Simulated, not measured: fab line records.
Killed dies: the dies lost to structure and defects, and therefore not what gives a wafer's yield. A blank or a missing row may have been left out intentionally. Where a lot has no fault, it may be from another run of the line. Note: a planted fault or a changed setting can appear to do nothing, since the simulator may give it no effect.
Lot-split experiment | flow n5Finfet | on a route of 1938 steps: 7 lots, 39 wafers read

THE SPLIT
At N5_FIN_SAQP_HM_DEP_03 (deposits SiNx from SiH4/NH3/N2, target thk 38 nm, time 33.6 s), the setting targetThkA was moved away from the recipe's 380 angstrom on 12 of the 39 wafers read, by -13.5% to +14.1%. The other wafers ran this setting at the recipe's value.

FROM THE SPLIT TO THE READING: what the file shows between them, 11 steps
- N5_FIN_SAQP_THK_MEAS_05
- N5_FIN_SAQP_ETCH_65: etches SiO2 in CF4, target depth 4 nm, time 4.4 s (also split here: timeS)
- N5_FIN_SAQP_MANDREL_ETCH_58: etches a-Si in HBr/Cl2, stops on SiNx, target depth 45 nm, bt time 10 s, time 27 s
- N5_FIN_SAQP_RECESS_63: chemistry HF/NH3, target SiO2, target depth 18 nm, afs cycles 3, sublimation time 60 s
- N5_FIN_SAQP_SPACER2_ALD_28: deposits SiO2, target thk 8.1 nm, pulse time 1 s, purge time 2 s
- N5_FIN_SAQP_SPACER2_ETCHBACK_29: etches SiO2 in CHF3/O2, target depth 12.2 nm, time 6.1 s
- N5_FIN_SAQP_MANDREL2_REMOVE_60: chemistry HBr/Cl2/O2, target a-Si, stops on SiNx, bt time 10 s
- N5_FIN_SAQP_HM_OPEN_33: chemistry CH3F/O2, target SiNx, target depth 49.4 nm, time 70.6 s
- N5_FIN_SAQP_ETCH_34: etches SiO2 in C4F6/O2, target depth 45 nm, time 15 s
- N5_FIN_SAQP_STRIP_77: strips in N2/H2, time 90 s
- N5_FIN_SAQP_ETCH_64: etches SiO2 in CF4, target depth 1.5 nm

THE READING
SiNx_of_FIN_SAQP_HM_DEP_03.thkNm (the simulator's own value, which no gauge read), in nm, at N5_FIN_SAQP_FIN_ETCH_36 (etches the open film in HBr/Cl2/O2, target depth 120 nm, time 50.4 s). The file gives no usual value for it. The 27 wafers here that ran the recipe average 20.9 nm, standard deviation 0.58 nm.

wafer  | tool, chamber at the split | targetThkA as run, angstrom | against the recipe | SiNx_of_FIN_SAQP_HM_DEP_03.thkNm, nm | against lot-mates on the recipe
L074.1 | pecvd-01, 1                | 433.4                       | +14.1%             | 25.2                                 | +4.5
L074.2 | pecvd-01, 0                | 433.4                       | +14.1%             | 26                                   | +5.3
L074.3 | pecvd-01, 2                | 433.4                       | +14.1%             | 25                                   | +4.3
L074.4 | pecvd-01, 0                | 380                         | recipe             | 20.8                                 | -
L074.6 | pecvd-01, 2                | 380                         | recipe             | 20.8                                 | -
L074.5 | pecvd-01, 1                | 380                         | recipe             | 20.4                                 | -
L079.1 | pecvd-03, 0                | 380                         | recipe             | 20                                   | -
L079.3 | pecvd-03, 2                | 380                         | recipe             | 20                                   | -
L079.2 | pecvd-03, 1                | 380                         | recipe             | 21.2                                 | -
L079.4 | pecvd-03, 0                | 380                         | recipe             | 21.4                                 | -
L079.6 | pecvd-03, 1                | 380                         | recipe             | 21.4                                 | -
L079.5 | pecvd-03, 2                | 380                         | recipe             | 21                                   | -
L083.1 | pecvd-01, 1                | 328.7                       | -13.5%             | 15.8                                 | -5.5
L083.2 | pecvd-01, 0                | 380                         | recipe             | 20.8                                 | -
L083.3 | pecvd-01, 2                | 328.7                       | -13.5%             | 15.2                                 | -6.1
L083.4 | pecvd-01, 2                | 328.7                       | -13.5%             | 16                                   | -5.3
L083.5 | pecvd-01, 0                | 380                         | recipe             | 21.6                                 | -
L083.6 | pecvd-01, 1                | 380                         | recipe             | 21.4                                 | -
L087.1 | pecvd-03, 1                | 380                         | recipe             | 21.6                                 | -
L087.2 | pecvd-03, 0                | 380                         | recipe             | 19.4                                 | -
L087.6 | pecvd-03, 2                | 380                         | recipe             | 20.8                                 | -
L088.1 | pecvd-04, 0                | 363                         | -4.5%              | 19.2                                 | -2.2
L088.2 | pecvd-04, 2                | 363                         | -4.5%              | 19.8                                 | -1.6
L088.3 | pecvd-04, 1                | 380                         | recipe             | 21.2                                 | -
L088.4 | pecvd-04, 2                | 380                         | recipe             | 21.2                                 | -
L088.5 | pecvd-04, 1                | 380                         | recipe             | 21.8                                 | -
L088.6 | pecvd-04, 0                | 363                         | -4.5%              | 19.6                                 | -1.8
L091.1 | pecvd-04, 2                | 380                         | recipe             | 20.8                                 | -
L091.2 | pecvd-04, 0                | 380                         | recipe             | 21.4                                 | -
L091.3 | pecvd-04, 1                | 380                         | recipe             | 21.2                                 | -
L091.4 | pecvd-04, 0                | 380                         | recipe             | 21.2                                 | -
L091.6 | pecvd-04, 2                | 380                         | recipe             | 21.2                                 | -
L091.5 | pecvd-04, 1                | 380                         | recipe             | 21.6                                 | -
L094.1 | pecvd-01, 0                | 429.6                       | +13.1%             | 25.6                                 | +5.3
L094.2 | pecvd-01, 1                | 380                         | recipe             | 20                                   | -
L094.3 | pecvd-01, 2                | 380                         | recipe             | 20.4                                 | -
L094.4 | pecvd-01, 1                | 429.6                       | +13.1%             | 26.6                                 | +6.3
L094.5 | pecvd-01, 0                | 380                         | recipe             | 20.6                                 | -
L094.6 | pecvd-01, 2                | 429.6                       | +13.1%             | 26                                   | +5.7

THE FIT
A straight line over all 39 wafers: SiNx_of_FIN_SAQP_HM_DEP_03.thkNm changes by +0.364 nm for each +1% of targetThkA; r = +0.97; the points scatter about the line by 0.59 nm.
The same after taking each lot's own level away (the mean of its wafers on the recipe; 39 wafers): +0.396 nm for each +1%; r = +0.98; scatter 0.54 nm.
According to that fit, moving targetThkA by its largest amount changes the reading by 5.6 nm.
Measured against the standard deviation above, the lots' own levels, which go from 20.33 to 21.40 nm, span 1.8 times it.
The two slopes agree, so the slope changes little with the lot-to-lot level.
Check: with one of the wafers moved furthest among these (+14.1%) left out of the fit, the line predicts +5.67 nm for it against its lot-mates. Against them it came out at +4.53 nm.

OTHER SPLITS APPLIED TO THESE WAFERS
Before the reading, these wafers also passed through other splits. Each is held against what the fit with the lots' levels taken away leaves over:
other split on the same wafers | wafers away from the commonest value | r with SiNx_of_FIN_SAQP_HM_DEP_03.thkNm (lot level and that fit taken away)
N5_FIN_SAQP_ETCH_65 timeS      | 18                                   | +0.22

THE WHOLE CHAIN: every reading that the file lists as answering this split, in the file's order
step                           | what it does                                                         | reading                                                                           | change (the file's fit)               | r (the file's)
N5_FIN_SAQP_HM_DEP_03          | deposits SiNx from SiH4/NH3/N2, target thk 38 nm, time 33.6 s        | SiNx_of_FIN_SAQP_HM_DEP_03.thkNm (the simulator's own value, which no gauge read) | +0.381 nm for each +1% of the setting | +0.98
N5_FIN_SAQP_THK_MEAS_05        |                                                                      | thkNm                                                                             | withheld for each +1% of the setting  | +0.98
N5_FIN_SAQP_MANDREL2_REMOVE_60 | chemistry HBr/Cl2/O2, target a-Si, stops on SiNx, bt time 10 s       | SiNx_of_FIN_SAQP_HM_DEP_03.thkNm (the simulator's own value, which no gauge read) | +0.385 nm for each +1% of the setting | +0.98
N5_FIN_SAQP_HM_OPEN_33         | chemistry CH3F/O2, target SiNx, target depth 49.4 nm, time 70.6 s    | etchRfOnTimeS                                                                     | withheld for each +1% of the setting  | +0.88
N5_FIN_SAQP_HM_OPEN_33         | chemistry CH3F/O2, target SiNx, target depth 49.4 nm, time 70.6 s    | etch.depthNm (the simulator's own value, which no gauge read)                     | +0.383 nm for each +1% of the setting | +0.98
N5_FIN_SAQP_FIN_ETCH_36        | etches the open film in HBr/Cl2/O2, target depth 120 nm, time 50.4 s | SiNx_of_FIN_SAQP_HM_DEP_03.thkNm (the simulator's own value, which no gauge read) | +0.395 nm for each +1% of the setting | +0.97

THE FILE'S OWN FIT
SiNx_of_FIN_SAQP_HM_DEP_03.thkNm changes by +0.395 nm for each +1% of targetThkA, r = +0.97.
